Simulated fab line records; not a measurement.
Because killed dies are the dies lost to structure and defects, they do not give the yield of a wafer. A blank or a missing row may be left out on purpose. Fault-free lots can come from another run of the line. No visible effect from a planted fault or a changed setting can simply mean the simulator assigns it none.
Which tool was responsible? :: flow nandHarc :: 7 lots (21 wafers sampled), 1 step of a 1302-step route

== WHAT THE GAUGES SHOWED, per wafer ==
NHARC_P_M1_CD_MEAS_09 targets a cd of 130 nm.
lot: L734
measured: day 6 08:26
on: cdSem-02
cdNm (nm): 130.1 130.7 130.4

lot: L737
measured: day 7 19:31
on: cdSem-01
cdNm (nm): 130.3 130.8 130.7

lot: L739
measured: day 8 18:34
on: cdSem-03
cdNm (nm): 130.9 130.3 130.3

lot: L748
measured: day 12 09:56
on: cdSem-03
cdNm (nm): 129.7 129.8 129.9

lot: L751
measured: day 13 12:25
on: cdSem-01
cdNm (nm): 130.0 130.5 130.4

lot: L753
measured: day 14 14:29
on: cdSem-02
cdNm (nm): 129.3 128.2 129.8

lot: L756
measured: day 16 03:02
on: cdSem-02
cdNm (nm): 130.8 131.1 131.1

== WHAT TOOL EACH LOT RAN ON (gives the tool, then ch and the chambers of the sampled wafers, and finally the start) ==
Before these readings, the record contains no process step.

== THE ANSWER, worked out from the rows above alone ==
Rule: what is usual is taken from the lots themselves. The widest of any qualifying gaps counts: lots, ordered by their means at a reading, are off when they make up no more than a third of the lots, leave a main group of 4 or more, and stand apart from it by 3 or more times the standard deviation of that group's means. The tables above print the reading to a certain number of digits; a main group whose means all agree to those digits is not used. A lot without any number at a reading at which 4 lots or more have one is off too. Where the step has rows for the other lots, those lots are counted as sound.
Across all readings shown, no lot is off: no conclusion can be drawn from this.

== WHAT THE SIMULATOR HAD INSERTED ==
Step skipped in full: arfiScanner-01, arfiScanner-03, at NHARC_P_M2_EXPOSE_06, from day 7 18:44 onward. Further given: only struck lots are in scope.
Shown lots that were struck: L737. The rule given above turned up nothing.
